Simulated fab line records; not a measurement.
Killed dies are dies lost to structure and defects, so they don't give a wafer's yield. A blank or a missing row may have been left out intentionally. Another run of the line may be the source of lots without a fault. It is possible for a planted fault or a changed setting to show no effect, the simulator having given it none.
Which tool is to blame? / flow nandHarc / 13 lots with 39 wafers sampled at 4 steps, on a route of 1302 steps

== WHAT EACH GAUGE READ, for each wafer ==
NHARC_P_GATE_CD_MEAS_46: target cd 720 nm.
lot=L937; measured=day 5 22:27; on=cdSem-01; cdNm (nm)=718.7 719.3 719.3
lot=L941; measured=day 7 17:26; on=cdSem-01; cdNm (nm)=722.6 721.6 725.0
lot=L943; measured=day 8 11:50; on=cdSem-02; cdNm (nm)=721.7 721.8 720.9
lot=L944; measured=day 9 04:53; on=cdSem-01; cdNm (nm)=721.2 719.7 720.9
lot=L945; measured=day 9 08:46; on=cdSem-03; cdNm (nm)=721.3 721.0 719.9
lot=L947; measured=day 10 08:11; on=cdSem-01; cdNm (nm)=720.1 719.9 720.0
lot=L948; measured=day 10 08:37; on=cdSem-02; cdNm (nm)=722.6 722.0 720.8
lot=L951; measured=day 11 18:31; on=cdSem-02; cdNm (nm)=717.9 718.3 718.0
lot=L950; measured=day 11 19:28; on=cdSem-03; cdNm (nm)=719.5 719.8 719.2
lot=L957; measured=day 14 01:19; on=cdSem-02; cdNm (nm)=722.1 721.0 720.3
lot=L956; measured=day 14 01:34; on=cdSem-02; cdNm (nm)=720.8 723.1 719.6
lot=L958; measured=day 14 15:11; on=cdSem-03; cdNm (nm)=723.8 719.9 720.2
lot=L959; measured=day 15 02:48; on=cdSem-03; cdNm (nm)=720.8 720.6 720.7

NHARC_P_GATE_CD_MEAS_91: target cd 2000 nm.
lot=L937; measured=day 6 01:41; on=cdSem-03; cdNm (nm)=2000.6 2001.1 2000.8
lot=L941; measured=day 7 20:54; on=cdSem-03; cdNm (nm)=2000.5 2000.3 1999.5
lot=L943; measured=day 8 15:19; on=cdSem-02; cdNm (nm)=2000.0 1999.1 1999.3
lot=L944; measured=day 9 08:10; on=cdSem-01; cdNm (nm)=1998.9 1999.7 2000.6
lot=L945; measured=day 9 12:16; on=cdSem-03; cdNm (nm)=2000.0 2000.7 2001.0
lot=L947; measured=day 10 11:32; on=cdSem-01; cdNm (nm)=2001.6 2000.5 2002.0
lot=L948; measured=day 10 12:06; on=cdSem-02; cdNm (nm)=1973.8 1973.2 1973.0
lot=L951; measured=day 11 21:59; on=cdSem-03; cdNm (nm)=1999.7 1999.6 1999.0
lot=L950; measured=day 11 22:48; on=cdSem-02; cdNm (nm)=1998.7 1999.1 1998.3
lot=L957; measured=day 14 04:47; on=cdSem-03; cdNm (nm)=1998.8 1998.4 2000.4
lot=L956; measured=day 14 04:56; on=cdSem-01; cdNm (nm)=2002.7 2001.7 2001.8
lot=L958; measured=day 14 18:40; on=cdSem-03; cdNm (nm)=1999.8 2000.0 1999.7
lot=L959; measured=day 15 06:17; on=cdSem-03; cdNm (nm)=1998.6 1999.7 1998.6

== EACH LOT AND THE TOOL THAT RAN IT (in order: tool; ch and the chambers of the sampled wafers; start) ==
lot=L937; NHARC_P_GATE_STRIP_112=plasmaAsher-01 ch 0,1, day 6 00:40; NHARC_P_GATE_EXPOSE_88=krfScanner-01 ch 0, day 6 01:32
lot=L941; NHARC_P_GATE_STRIP_112=plasmaAsher-01 ch 0,1, day 7 19:43; NHARC_P_GATE_EXPOSE_88=krfScanner-04 ch 0, day 7 20:45
lot=L943; NHARC_P_GATE_STRIP_112=plasmaAsher-02 ch 0,1, day 8 14:10; NHARC_P_GATE_EXPOSE_88=krfScanner-01 ch 0, day 8 15:09
lot=L944; NHARC_P_GATE_STRIP_112=plasmaAsher-02 ch 0,1, day 9 07:06; NHARC_P_GATE_EXPOSE_88=krfScanner-01 ch 0, day 9 08:00
lot=L945; NHARC_P_GATE_STRIP_112=plasmaAsher-01 ch 0,1, day 9 11:02; NHARC_P_GATE_EXPOSE_88=krfScanner-02 ch 0, day 9 12:07
lot=L947; NHARC_P_GATE_STRIP_112=plasmaAsher-02 ch 0,1, day 10 10:29; NHARC_P_GATE_EXPOSE_88=krfScanner-02 ch 0, day 10 11:23
lot=L948; NHARC_P_GATE_STRIP_112=plasmaAsher-02 ch 0,1, day 10 10:56; NHARC_P_GATE_EXPOSE_88=krfScanner-04 ch 0, day 10 11:57
lot=L951; NHARC_P_GATE_STRIP_112=plasmaAsher-02 ch 0,1, day 11 20:49; NHARC_P_GATE_EXPOSE_88=krfScanner-02 ch 0, day 11 21:50
lot=L950; NHARC_P_GATE_STRIP_112=plasmaAsher-01 ch 0,1, day 11 21:45; NHARC_P_GATE_EXPOSE_88=krfScanner-02 ch 0, day 11 22:39
lot=L957; NHARC_P_GATE_STRIP_112=plasmaAsher-01 ch 0,1, day 14 03:35; NHARC_P_GATE_EXPOSE_88=krfScanner-01 ch 0, day 14 04:37
lot=L956; NHARC_P_GATE_STRIP_112=plasmaAsher-02 ch 0,1, day 14 03:46; NHARC_P_GATE_EXPOSE_88=krfScanner-02 ch 0, day 14 04:47
lot=L958; NHARC_P_GATE_STRIP_112=plasmaAsher-01 ch 0,1, day 14 17:29; NHARC_P_GATE_EXPOSE_88=krfScanner-01 ch 0, day 14 18:30
lot=L959; NHARC_P_GATE_STRIP_112=plasmaAsher-02 ch 0,1, day 15 05:08; NHARC_P_GATE_EXPOSE_88=krfScanner-04 ch 0, day 15 06:08
- NHARC_P_GATE_STRIP_112: strips in N2/H2, time 200 s.
- NHARC_P_GATE_EXPOSE_88: exposes mask P HVN, target cd 2000 nm.

== WHAT THE TOOLS THEMSELVES READ (means of the sampled wafers that have a number; where no wafer has one, the mark that the record gives instead) ==
NHARC_P_GATE_STRIP_112.
lot=L937; tool=plasmaAsher-01; drypumpMotorCurrentA (A)=6.23; heaterPowerW (W)=84; tempC (C)=110.06
lot=L941; tool=plasmaAsher-01; drypumpMotorCurrentA (A)=6.22; heaterPowerW (W)=83; tempC (C)=110.09
lot=L943; tool=plasmaAsher-02; drypumpMotorCurrentA (A)=5.91; heaterPowerW (W)=85; tempC (C)=109.94
lot=L944; tool=plasmaAsher-02; drypumpMotorCurrentA (A)=5.96; heaterPowerW (W)=89; tempC (C)=109.96
lot=L945; tool=plasmaAsher-01; drypumpMotorCurrentA (A)=6.22; heaterPowerW (W)=78; tempC (C)=109.93
lot=L947; tool=plasmaAsher-02; drypumpMotorCurrentA (A)=5.94; heaterPowerW (W)=89; tempC (C)=110.01
lot=L948; tool=plasmaAsher-02; drypumpMotorCurrentA (A)=5.95; heaterPowerW (W)=89; tempC (C)=110.01
lot=L951; tool=plasmaAsher-02; drypumpMotorCurrentA (A)=5.92; heaterPowerW (W)=89; tempC (C)=109.94
lot=L950; tool=plasmaAsher-01; drypumpMotorCurrentA (A)=6.20; heaterPowerW (W)=77; tempC (C)=109.98
lot=L957; tool=plasmaAsher-01; drypumpMotorCurrentA (A)=6.24; heaterPowerW (W)=78; tempC (C)=109.95
lot=L956; tool=plasmaAsher-02; drypumpMotorCurrentA (A)=5.92; heaterPowerW (W)=87; tempC (C)=109.86
lot=L958; tool=plasmaAsher-01; drypumpMotorCurrentA (A)=6.21; heaterPowerW (W)=78; tempC (C)=110.08
lot=L959; tool=plasmaAsher-02; drypumpMotorCurrentA (A)=5.94; heaterPowerW (W)=88; tempC (C)=109.83

== THE ANSWER, worked out from the rows above alone ==
Rule: the lots themselves supply what counts as usual. Put in order of their means at a reading, lots are off if they are a third of the lots or fewer, leave a main group of 4 or more, and stand apart from it by a gap of 3 or more times the standard deviation of the main group's means; of several such gaps the widest counts. A main group is skipped when, at the precision printed for the reading in the tables above, its means are all equal. Also off: a lot with no number at a reading for which 4 or more lots have one. Where the step has rows for the other lots, those lots are counted as sound. Order of review: gauges by route order, followed by the tools' own readings, for which a lot's mean as printed above is used. At the first step where some lot is off, the reading lying furthest off is the one used; lots without a number count as furthest.
Off: L948, at NHARC_P_GATE_CD_MEAS_91 (cdNm). Mean 2000.0 nm and standard deviation 0.97 in the main group.
A tool fits if, at a process step before that reading, it ran every lot that is off, and no sound lot after the first of them. Those tools and the gauges at NHARC_P_GATE_CD_MEAS_91 are tried in the same way. Not one of the candidates tried fits.

== WHAT THE SIMULATOR PUT IN ==
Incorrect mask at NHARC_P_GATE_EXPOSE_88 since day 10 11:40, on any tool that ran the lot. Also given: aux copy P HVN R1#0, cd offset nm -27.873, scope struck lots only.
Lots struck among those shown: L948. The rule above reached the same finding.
